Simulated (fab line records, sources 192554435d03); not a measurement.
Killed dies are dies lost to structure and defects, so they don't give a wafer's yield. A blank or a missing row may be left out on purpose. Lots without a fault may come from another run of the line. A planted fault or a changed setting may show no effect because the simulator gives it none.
A struck lot beside a sound one | flow n5_finfet | 36 steps out of a route of 1938
Sound: wafers L995.1, L995.3, L995.4. Struck: wafer L106.3. (L106.1 of the same lot was not struck and is left out.) The cause comes at the end.
At each step with rows: each side's tool, then ch and its chambers, then its first start. Under that, the readings that differ: sound wafers | struck wafers | difference of the means | sigmas: that difference in standard deviations of wafers without a fault.
alike: readings whose means differ by less than 2 such deviations, and words and numbers that are the same on both sides. not compared: withheld readings, readings that some wafer has no value for, bounds like >300 that may hide the same value, and numbers for which the record gives no deviation and whose values overlap.
The two part at a step that has a row with sigmas, a row that says differs or no value, or rows on one side only. Numbers that don't overlap but have no deviation are shown without sigmas and don't part them. A reading that every wafer of one side lacks parts them only if that side has two wafers or more.

first, 9 steps without rows for these wafers: N5_SD_EPI_N_COAT_33 (time 60 s, resist thk 35 nm); N5_SD_EPI_N_COAT_03 (resist thk 150 nm); N5_SD_EPI_N_EBR_05; N5_SD_EPI_N_SOFTBAKE_04 (time 60 s); N5_SD_EPI_N_EXPOSE_06 (exposes mask SD N BLK, target cd 120 nm); N5_SD_EPI_N_PEB_07 (peb time 60 s); N5_SD_EPI_N_DEVELOP_08 (develop time 30 s); N5_SD_EPI_N_DESCUM_14 (chemistry O2, time 7.9 s); N5_SD_EPI_N_ETCH_34 (etches SiARC in CF4, target depth 45.5 nm, time 75.8 s).
N5_SD_EPI_N_ETCH_35: etches SOC in N2/H2, overetch 108 nm, time 486 s.
  sound on rie_diel-02 ch 2,3, day 3 14:22; struck on rie_diel-01 ch 2, day 6 09:07
  reading                                     | sound      | struck | difference | sigmas
  model.SiARC_of_SD_EPI_N_COAT_33.thk_nm (nm) | 20 20.2 20 | 22.2   | +2.1       |
  alike: drypump_motor_current_A, h2_flow_sccm, n2_flow_sccm, oes_product_au, rf_vpp_V, showerhead_plenum_p_Torr, throttle_valve_pct
  not compared: rf_hours_counter_h, model.SD_EPI_N.cd_nm
then, 3 steps without rows for these wafers: N5_SD_EPI_N_STRIP_36 (strips in N2/H2); N5_SD_EPI_N_ETCHBACK_44 (etches SiNx in CH3F/O2, stops on SiO2, target depth 14.5 nm); N5_SD_EPI_N_ETCH_45 (etches SiOCN in CH3F/O2, target depth 6 nm).
N5_SD_EPI_N_ETCH_16: etches SiO2 in CHF3/O2, target depth 5 nm.
  sound on rie_diel-02 ch 2,3, day 3 14:53; struck on rie_diel-01 ch 2, day 6 09:38
  reading                                     | sound        | struck | difference | sigmas
  model.SiARC_of_SD_EPI_N_COAT_33.thk_nm (nm) | 12.8 13 12.8 | 14.8   | +1.9       |
  alike: drypump_motor_current_A, oes_ar_750_au, oes_product_au, rf_vpp_V, showerhead_plenum_p_Torr, throttle_valve_pct
  not compared: rf_hours_counter_h
then, 1 step without rows for these wafers: N5_SD_EPI_N_STRIP_47 (strips in CHF3/O2).
N5_SD_EPI_N_SD_RECESS_17: chemistry HBr/Cl2/O2, target depth 41 nm, time 23.7 s, bt time 3 s.
  sound on rie_si-05 ch 0,2,3, day 3 14:58; struck on rie_si-05 ch 1, day 6 09:43
  reading                      | sound          | struck | difference | sigmas
  he_backside_leak_sccm (sccm) | 2.52 2.66 2.56 | 3.18   | +0.60      | +2
  rf_hours_counter_h (h)       | 8 155 72       | 185    | +107       |
  alike: drypump_motor_current_A, oes_product_au, throttle_valve_pct
  not compared: model.SD_EPI_N.cd_nm
then, 19 steps without rows for these wafers: N5_SD_EPI_N_STRIP_38 (strips in N2/H2); N5_SD_EPI_N_WET_ETCH_43 (etches SiO2 in dHF, time 14 s, target depth 1.5 nm); N5_SD_EPI_N_STRIP_18 (strips in SPM, time 750 s); N5_SD_EPI_N_SRD_20 (time 30 s); N5_SD_EPI_N_PRECLEAN_48 (cleans in NF3:NH3, afs cycles 2, time 20 s, sublimation time 60 s); N5_SD_EPI_N_VAPOR_ETCH_50 (etches Si in HCl, time 54 s); N5_SD_EPI_N_EPI_21 (deposits Si:P, time 690 s); N5_SD_EPI_N_PRECLEAN_24 (cleans in O3/DIW, time 60 s); N5_SD_EPI_N_SRD_25 (time 30 s); N5_SD_EPI_N_PRECLEAN_49 (cleans in NF3:NH3, afs cycles 1, time 20 s, sublimation time 60 s); N5_SD_EPI_N_LINER_46 (material SiNx, target thk 3 nm); N5_SD_EPI_P_COAT_34 (time 60 s, resist thk 350 nm); N5_SD_EPI_P_COAT_35 (time 60 s, resist thk 35 nm); N5_SD_EPI_P_COAT_03 (resist thk 150 nm); N5_SD_EPI_P_EBR_05; N5_SD_EPI_P_SOFTBAKE_04 (time 60 s); N5_SD_EPI_P_EXPOSE_06 (exposes mask SD P BLK, target cd 240 nm); N5_SD_EPI_P_PEB_07 (peb time 60 s); N5_SD_EPI_P_DEVELOP_08 (develop time 30 s).
-- the record jumps here: 9 days lie between the struck wafers' starts before and after (it left off in module SD_EPI_P and takes up again in module PASSIVATION, whose first step shown is number 1936 of the route) --
N5_PASSIVATION_PROBE_49:
  the record has rows for the struck wafers here (prober-02, day 15 05:33) and none for the sound ones

WHERE THEY PART
First at N5_SD_EPI_N_SD_RECESS_17; last, within this record, at N5_PASSIVATION_PROBE_49.

WHY: what the simulator had put in
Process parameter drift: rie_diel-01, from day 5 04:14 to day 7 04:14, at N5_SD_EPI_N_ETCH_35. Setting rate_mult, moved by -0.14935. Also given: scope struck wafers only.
